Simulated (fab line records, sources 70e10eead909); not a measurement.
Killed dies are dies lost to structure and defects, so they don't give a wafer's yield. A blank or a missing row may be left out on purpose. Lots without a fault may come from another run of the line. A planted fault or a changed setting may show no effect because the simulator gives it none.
fab line records | flow nand_harc
record lots=6 wafers=18 last_day=32
route steps=1302 shown A_WL_FILL@963 END@1302
lots that met no fault: from a run of the same line without faults
start_h: hours from the record's first day to the start of the lot's first wafer shown | wait_h: hours since the lot's step before | " the same as in the row above | L1.1+2: a row that stands for several wafers | - no value, or no start given | * or withheld: withheld | < > ~ a bound
route shown NAME@n: a module of which the file shows steps, and the number in the route of the first | usual: mean/standard deviation of fault-free wafers | same: alike in all rows | chamber/n: place in a boat | sites: the reading at each site | _std_site: their standard deviation | _edge_site: outer sites' mean less inner sites' | radius_mm: how far each site lies from the wafer's centre | mask NAME#n: copy n | behind: the tool/chamber that last shaped the wafer | hold: why the lot was held/for how many hours/how that ended | device: the transistor (n, p or np) that didn't switch | end of line: the same wafers' tests at the end of the route | a step without rows: its recipe alone | killed: dies lost to structure and defects at the first sort, not the wafer's yield | map: a wafer's dies, x killed, . not, _ none there
set.NAME: the setting as run; set.NAME@STEP: as run at that earlier step | model.NAME: the simulator's own value behind a step, which no gauge read
lots at some steps of the route; a table a step, a row a wafer
services: from which hour (start_h, from the record's first day; less than 0 if before it) a tool's chamber was out of use, for how many hours, and why
## steps
# step NHARC_A_WL_FILL_ANNEAL_08
# recipe temp_c=450 time_s=1800
# step NHARC_A_WL_FILL_ALD_10
# recipe target_thk_a=500 pulse_time_s=10 ald_cycles=500 temp_c=300 material=SiO2
# usual ald_cycles=500/0 heater_power_w=458/44 precursor_pulse_height_rel=0.999/0.019
# columns lot.wafer tool chamber start_h wait_h ald_cycles heater_power_w precursor_pulse_height_rel
L417.3 ald_hk-04 1 482.08 0.1 500 500 1.005
L417.4 " 2 " " 500 426 0.993
L417.6 " 2 484.68 2.7 500 427 0.992
L421.3 ald_hk-04 2 516.93 1.6 500 417 1.005
L421.6 " 3 " " 500 466 0.995
L421.5 " 0 " " 500 473 0.993
L427.1 ald_hk-04 3 581.11 0.6 500 454 1.030
L427.4 " 2 582.66 2.2 500 433 1.001
L427.5 " 3 " " 500 486 0.977
L428.2 ald_hk-01 3 595.27 0.1 500 421 1.009
L428.6 " 3 599.45 4.2 500 415 0.969
L428.5 " 0 600.49 5.3 500 384 0.982
L430.3 ald_hk-03 1 596.87 1.7 500 406 0.976
L430.1 " 2 " " 500 443 0.977
L430.6 " 0 598.42 3.2 500 433 0.980
L438.3 ald_hk-04 2 679.55 0.1 500 467 1.036
L438.1 " 0 680.58 1.1 500 480 0.971
L438.5 " 2 681.62 2.1 500 440 0.988
# step NHARC_A_WL_FILL_ETCHBACK_16
# recipe target_depth_a=1200 time_s=24 c4f8_flow_sccm=withheld o2_flow_sccm=8 ar_flow_sccm=withheld rf_w=600 bias_w=800 chemistry=C4F8/O2/Ar
# usual oes_product_au=0.986/0.026 rf_vpp_V=723/4.3
# columns lot.wafer tool chamber start_h wait_h oes_product_au rf_hours_counter_h rf_vpp_V
L417.3 rie_diel-03 1 - - 0.986 0.9 719
L417.4 " 3 " " 1.006 0.6 723
L417.6 " 1 " " 0.993 - 720
L421.3 rie_diel-03 2 - - 0.983 2.0 720
L421.5 " 3 " " 0.998 - 722
L421.6 " 0 " " 1.003 - 722
L427.4 rie_diel-12 0 - - 0.963 3.1 729
L427.1 " 2 " " 0.971 4.9 728
L427.5 " 3 " " 0.971 - 717
L430.1 rie_diel-03 1 - - 1.011 4.3 720
L430.3 " 3 " " 1.026 4.3 722
L430.6 " 0 " " 1.014 - 723
L428.2 rie_diel-13 1 - - 0.923 4.4 723
L428.6 " 1 " " 0.922 - 725
L428.5 " 2 " " 0.913 - 719
L438.1 rie_diel-03 1 - - 0.997 0.8 721
L438.3 " 2 " " 1.002 0.7 720
L438.5 " 1 " " 1.003 - 719
# step NHARC_A_WL_FILL_STRIP_29
# recipe time_s=20 o2_flow_sccm=500 ar_flow_sccm=0 bias_w=0 chemistry=O2
# usual drypump_motor_current_A=5.8/0.46 oes_product_au=0.998/0.01 rf_vpp_V=57.8/0.9 showerhead_plenum_p_Torr=3.52/0.14 throttle_valve_pct=17.036/0.0097
# columns lot.wafer tool chamber start_h wait_h drypump_motor_current_A oes_product_au rf_hours_counter_h rf_vpp_V showerhead_plenum_p_Torr throttle_valve_pct
L417.3 rie_diel-03 3 486.85 0.1 6.1 1.002 0.7 58.0 3.53 17.024
L417.4 " 0 " " 4.9 1.002 0.8 59.1 3.47 17.039
L417.6 " 2 " " 5.7 0.997 - 57.8 3.41 17.038
L421.3 rie_diel-03 3 520.11 0.1 6.1 1.007 1.8 57.1 3.53 17.041
L421.5 " 0 " " 4.9 1.002 - 57.4 3.47 17.038
L421.6 " 1 " " 5.3 1.002 - 56.6 3.42 17.041
L427.4 rie_diel-12 1 585.86 0.1 5.6 0.997 4.6 58.5 3.75 17.034
L427.1 " 0 " " 5.9 0.995 3.1 58.7 3.79 17.032
L427.5 " 2 " " 5.6 0.984 - 58.0 3.71 17.028
L430.3 rie_diel-03 3 601.10 0.1 6.1 1.000 4.3 58.2 3.53 17.044
L430.1 " 1 " " 5.3 0.992 4.3 57.1 3.42 17.020
L430.6 " 0 " " 5.0 1.001 - 57.9 3.47 17.029
L428.2 rie_diel-13 2 603.20 0.1 5.5 0.990 4.0 57.9 3.35 17.045
L428.6 " 1 " " 6.2 0.995 - 57.6 3.54 17.033
L428.5 " 2 " " 5.5 0.995 - 58.2 3.35 17.014
L438.1 rie_diel-03 0 684.31 0.1 4.9 0.994 0.7 56.0 3.47 17.043
L438.3 " 2 " " 5.7 1.009 0.7 57.6 3.41 17.038
L438.5 " 0 " " 4.9 0.988 - 57.1 3.47 17.028
# step NHARC_A_WL_FILL_ETCHBACK_17
# recipe target_depth_a=40 time_s=26.7 chemistry=Cl2/BCl3
# usual drypump_motor_current_A=5.8/0.5 oes_product_au=1.004/0.01
# columns lot.wafer tool chamber start_h wait_h drypump_motor_current_A oes_product_au rf_hours_counter_h
L417.3 rie_metal-02 0 486.98 - 5.7 1.002 -
L417.4 " 1 " " 6.2 0.999 -
L417.6 " 0 " " 5.7 1.013 -
L421.3 rie_metal-01 0 520.25 - 5.3 1.008 -
L421.6 " 1 " " 6.5 1.012 -
L421.5 " 0 " " 5.3 1.002 -
L427.1 rie_metal-02 1 585.97 - 6.2 0.996 2.2
L427.4 " 0 " " 5.7 1.015 -
L427.5 " 0 " " 5.7 1.016 -
L430.1 rie_metal-02 1 601.18 - 6.2 0.997 2.6
L430.3 " 1 " " 6.2 1.003 -
L430.6 " 1 " " 6.2 0.999 -
L428.2 rie_metal-03 0 603.28 - 5.0 1.017 1.5
L428.6 " 0 " " 5.0 1.010 -
L428.5 " 1 " " 6.0 1.015 -
L438.1 rie_metal-03 1 684.42 - 6.0 1.005 3.0
L438.3 " 0 " " 4.9 1.006 -
L438.5 " 1 " " 6.0 1.000 -
# step NHARC_A_WL_FILL_PRECLEAN_18
# recipe time_s=30 chemistry=dHF
# step NHARC_A_WL_FILL_SRD_21
# step NHARC_A_WL_FILL_CVD_23
# recipe target_thk_a=400 temp_c=620 pressure_mtorr=200 time_s=800 material=poly-Si
# step NHARC_A_WL_FILL_ETCHBACK_26
# recipe target_depth_a=520 time_s=13.3 hbr_flow_sccm=150 rf_w=350 icp_w=350 bias_w=60 chemistry=HBr
# usual drypump_motor_current_A=5.7/0.45 oes_product_au=0.997/0.0095 throttle_valve_pct=23.267/0.0088
# columns lot.wafer tool chamber start_h wait_h drypump_motor_current_A oes_product_au rf_hours_counter_h throttle_valve_pct
L417.4 rie_si-03 2 492.05 0.4 6.6 0.998 0.39 23.276
L417.3 " 0 " " 6.2 1.015 0.70 23.254
L417.6 " 3 " " 5.7 0.998 - 23.266
L421.3 rie_si-03 2 525.43 0.4 6.6 1.004 0.67 23.276
L421.6 " 3 " " 5.7 0.997 - 23.265
L421.5 " 0 " " 6.3 1.006 - 23.258
L427.1 rie_si-05 3 591.20 0.4 5.3 0.994 0.56 23.281
L427.5 " 3 " " 5.3 0.993 - 23.250
L427.4 " 0 " " 5.3 1.006 - 23.256
L430.1 rie_si-05 0 606.44 0.4 5.4 1.001 0.81 23.264
L430.3 " 1 " " 5.5 0.995 0.86 23.261
L430.6 " 0 " " 5.4 0.999 - 23.270
L428.2 rie_si-03 3 606.47 0.4 5.8 0.989 0.20 23.270
L428.6 " 1 " " 5.1 0.982 - 23.269
L428.5 " 2 " " 6.6 1.002 - 23.251
L438.3 rie_si-03 1 689.56 0.4 5.1 0.981 0.57 23.257
L438.1 " 2 " " 6.6 1.004 0.69 23.281
L438.5 " 1 " " 5.1 0.983 - 23.278
# step NHARC_A_WL_FILL_PRECLEAN_30
# recipe time_s=10 chemistry=dHF
# step NHARC_A_WL_FILL_SRD_14
# step NHARC_A_WL_FILL_ALD_19
# recipe target_thk_a=20 pulse_time_s=3 ald_cycles=100 temp_c=450 material=TiN
# usual ald_cycles=100/0 heater_power_w=1113/140 precursor_pulse_height_rel=1.002/0.021
# columns lot.wafer tool chamber start_h wait_h ald_cycles heater_power_w precursor_pulse_height_rel
L417.4 ald_metal-02 1 492.32 0.1 100 1015 1.005
L417.3 " 0 " " 100 999 1.031
L417.6 " 2 " " 100 1274 0.984
L421.3 ald_metal-02 2 525.66 0.1 100 1265 0.972
L421.6 " 2 " " 100 1287 0.992
L421.5 " 3 " " 100 1428 0.977
L427.1 ald_metal-02 2 591.51 0.1 100 1264 1.008
L427.4 " 0 " " 42 1022 1.010
L427.5 " 2 " " 100 1290 1.006
L430.3 ald_metal-01 1 606.71 0.1 100 1119 0.994
L430.1 " 2 " " 100 1001 0.997
L430.6 " 1 " " 100 1156 1.036
L428.2 ald_metal-02 2 606.75 0.1 100 1297 0.997
L428.6 " 0 " " 42 1053 0.998
L428.5 " 1 " " 100 1033 1.024
L438.3 ald_metal-01 0 689.85 0.1 100 1233 1.025
L438.1 " 1 " " 100 1153 0.973
L438.5 " 3 " " 100 1106 0.969
# step NHARC_A_WL_FILL_CVD_20
# recipe target_thk_a=1000 temp_c=400 pressure_torr=40 wf6_flow_sccm=40 h2_flow_sccm=1600 ar_flow_sccm=1560 time_s=74 material=W
# step NHARC_END_SORT_01
# recipe temp_c=25
# usual killed_at_array=55/15 killed_at_other=1.0/1.2 killed_at_periphery=3.4/2.2 killed_dies=59/15 killed_open=3.2/2 killed_short=2.5/1.7
# same gross_dies=677
# columns lot.wafer tool chamber start_h wait_h killed_at_array killed_at_other killed_at_periphery killed_dies killed_open killed_short
L427.4 prober-02 0 679.97 3.4 673 0 4 677 2 2
L428.2 prober-01 0 697.02 2.8 59 3 3 65 4 4
L428.5 prober-01 0 699.42 3.7 64 1 2 67 8 1
L428.6 prober-01 0 700.22 4.0 675 1 1 677 2 2
# killed by level:class
L427.4 A_WL_FILL:area_ald=592 A_SLIT:chamber_film_flake=38 A_CHANNEL_HOLE_D1:chamber_film_flake=30 A_STAIRCASE:chamber_film_flake=4 A_CONTACT:chamber_film_flake=4 P_GATE:chamber_film_flake=3 P_GATE:geometric_particle:open=1 A_CHANNEL_FILL_D1:geometric_particle:short=1
L428.2 A_SLIT:chamber_film_flake=35 A_CONTACT:chamber_film_flake=6 A_CHANNEL_FILL_D2:chamber_film_flake=3 A_STAIRCASE:chamber_film_flake=3 THIN_TSV:chamber_film_flake=3 A_ONON_D1:geometric_particle:short=2 P_GATE:chamber_film_flake=2 A_ZERO_WELL:chamber_film_flake=2
L428.5 A_SLIT:chamber_film_flake=34 A_CHANNEL_FILL_D2:chamber_film_flake=7 A_CONTACT:chamber_film_flake=5 A_CHANNEL_HOLE_D1:chamber_film_flake=4 A_ONON_D1:geometric_particle:open=3 A_STAIRCASE:chamber_film_flake=3 P_GATE:geometric_particle:open=1 A_DECK1_JOINT:geometric_particle:open=1
L428.6 A_WL_FILL:area_ald=619 A_SLIT:chamber_film_flake=31 A_CHANNEL_FILL_D2:chamber_film_flake=5 A_CONTACT:chamber_film_flake=5 A_STAIRCASE:chamber_film_flake=4 A_CHANNEL_HOLE_D1:chamber_film_flake=3 A_ONON_D1:geometric_particle:open=1 A_CHANNEL_FILL_D1:geometric_particle:open=1
# map L427.4 (x killed, . not)
____________x____________
_________xxxxxxx_________
_______xxxxxxxxxxx_______
______xxxxxxxxxxxxx______
_____xxxxxxxxxxxxxxx_____
____xxxxxxxxxxxxxxxxx____
____xxxxxxxxxxxxxxxxx____
___xxxxxxxxxxxxxxxxxxx___
___xxxxxxxxxxxxxxxxxxx___
__xxxxxxxxxxxxxxxxxxxxx__
__xxxxxxxxxxxxxxxxxxxxx__
_xxxxxxxxxxxxxxxxxxxxxxx_
_xxxxxxxxxxxxxxxxxxxxxxx_
_xxxxxxxxxxxxxxxxxxxxxxx_
_xxxxxxxxxxxxxxxxxxxxxxx_
_xxxxxxxxxxxxxxxxxxxxxxx_
xxxxxxxxxxxxxxxxxxxxxxxxx
xxxxxxxxxxxxxxxxxxxxxxxxx
xxxxxxxxxxxxxxxxxxxxxxxxx
xxxxxxxxxxxxxxxxxxxxxxxxx
xxxxxxxxxxxxxxxxxxxxxxxxx
_xxxxxxxxxxxxxxxxxxxxxxx_
_xxxxxxxxxxxxxxxxxxxxxxx_
_xxxxxxxxxxxxxxxxxxxxxxx_
_xxxxxxxxxxxxxxxxxxxxxxx_
_xxxxxxxxxxxxxxxxxxxxxxx_
__xxxxxxxxxxxxxxxxxxxxx__
__xxxxxxxxxxxxxxxxxxxxx__
___xxxxxxxxxxxxxxxxxxx___
___xxxxxxxxxxxxxxxxxxx___
____xxxxxxxxxxxxxxxxx____
____xxxxxxxxxxxxxxxxx____
_____xxxxxxxxxxxxxxx_____
______xxxxxxxxxxxxx______
_______xxxxxxxxxxx_______
_________xxxxxxx_________
____________x____________
# map L428.6 (x killed, . not)
____________x____________
_________xxxxxxx_________
_______xxxxxxxxxxx_______
______xxxxxxxxxxxxx______
_____xxxxxxxxxxxxxxx_____
____xxxxxxxxxxxxxxxxx____
____xxxxxxxxxxxxxxxxx____
___xxxxxxxxxxxxxxxxxxx___
___xxxxxxxxxxxxxxxxxxx___
__xxxxxxxxxxxxxxxxxxxxx__
__xxxxxxxxxxxxxxxxxxxxx__
_xxxxxxxxxxxxxxxxxxxxxxx_
_xxxxxxxxxxxxxxxxxxxxxxx_
_xxxxxxxxxxxxxxxxxxxxxxx_
_xxxxxxxxxxxxxxxxxxxxxxx_
_xxxxxxxxxxxxxxxxxxxxxxx_
xxxxxxxxxxxxxxxxxxxxxxxxx
xxxxxxxxxxxxxxxxxxxxxxxxx
xxxxxxxxxxxxxxxxxxxxxxxxx
xxxxxxxxxxxxxxxxxxxxxxxxx
xxxxxxxxxxxxxxxxxxxxxxxxx
_xxxxxxxxxxxxxxxxxxxxxxx_
_xxxxxxxxxxxxxxxxxxxxxxx_
_xxxxxxxxxxxxxxxxxxxxxxx_
_xxxxxxxxxxxxxxxxxxxxxxx_
_xxxxxxxxxxxxxxxxxxxxxxx_
__xxxxxxxxxxxxxxxxxxxxx__
__xxxxxxxxxxxxxxxxxxxxx__
___xxxxxxxxxxxxxxxxxxx___
___xxxxxxxxxxxxxxxxxxx___
____xxxxxxxxxxxxxxxxx____
____xxxxxxxxxxxxxxxxx____
_____xxxxxxxxxxxxxxx_____
______xxxxxxxxxxxxx______
_______xxxxxxxxxxx_______
_________xxxxxxx_________
____________x____________
## services
# columns tool chamber start_h hours kind
rie_diel-03 - 458.37 9.0 pm
rie_si-03 0 469.60 11.0 repair
rie_metal-02 0 473.30 6.2 repair
rie_si-05 - 482.00 9.0 pm
rie_diel-12 0 500.85 17.3 repair
rie_diel-13 - 519.00 9.0 pm
rie_metal-03 - 519.00 9.0 pm
ald_metal-01 0 522.09 15.0 repair
ald_metal-01 - 526.00 10.0 pm
rie_si-05 2 529.42 1.6 repair
ald_hk-04 - 538.66 0.6 repair
rie_diel-12 0 547.86 30.6 repair
rie_diel-03 2 552.51 10.6 repair
rie_diel-12 1 556.31 9.7 repair
rie_diel-13 2 562.06 2.4 repair
rie_si-03 - 575.00 9.0 pm
ald_metal-02 1 586.23 4.0 repair
rie_si-03 1 589.21 4.2 repair
ald_metal-02 - 610.00 10.0 pm
ald_hk-04 - 612.18 10.0 pm
rie_diel-03 1 626.78 7.1 repair
rie_metal-02 - 631.00 9.0 pm
rie_diel-03 - 635.37 9.0 pm
rie_si-03 0 680.58 2.6 repair
## key
first_sign step=NHARC_A_WL_FILL_ALD_19 reading=ald_cycles direction=down sigmas=99+ usual=100 struck=42
effect step=NHARC_END_SORT_01 reading=killed_dies direction=up sigmas=42 usual=59 struck=677
more_kills_born_at NHARC_A_WL_FILL_ALD_19@ald_metal-02=1211
met_at NHARC_A_WL_FILL_ALD_19
struck_wafers L427.4,L428.6
later_rows_left_out L427.4,L428.6
tester_left_out L427,L428
onset_between 492.32 591.51
fault kind=process_parameter_drift tool=ald_metal-02 chamber=0 onset_h=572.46 steps=NHARC_A_WL_FILL_ALD_19 channel=ald_cycles offset=-58 shape=step end_h=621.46 acts_in=these_recipes_only stated=100
# tester_left_out: of these lots the tester's yield and bins aren't shown, on N5 and GAA mostly nor the transistor test; their killed dies are dies lost to structure and defects alone, not to doping, threshold or leakage, so they don't give the yield
# later_rows_left_out: the simulator's readings of these wafers behind a module that went badly wrong aren't trusted and aren't shown, but for the sort
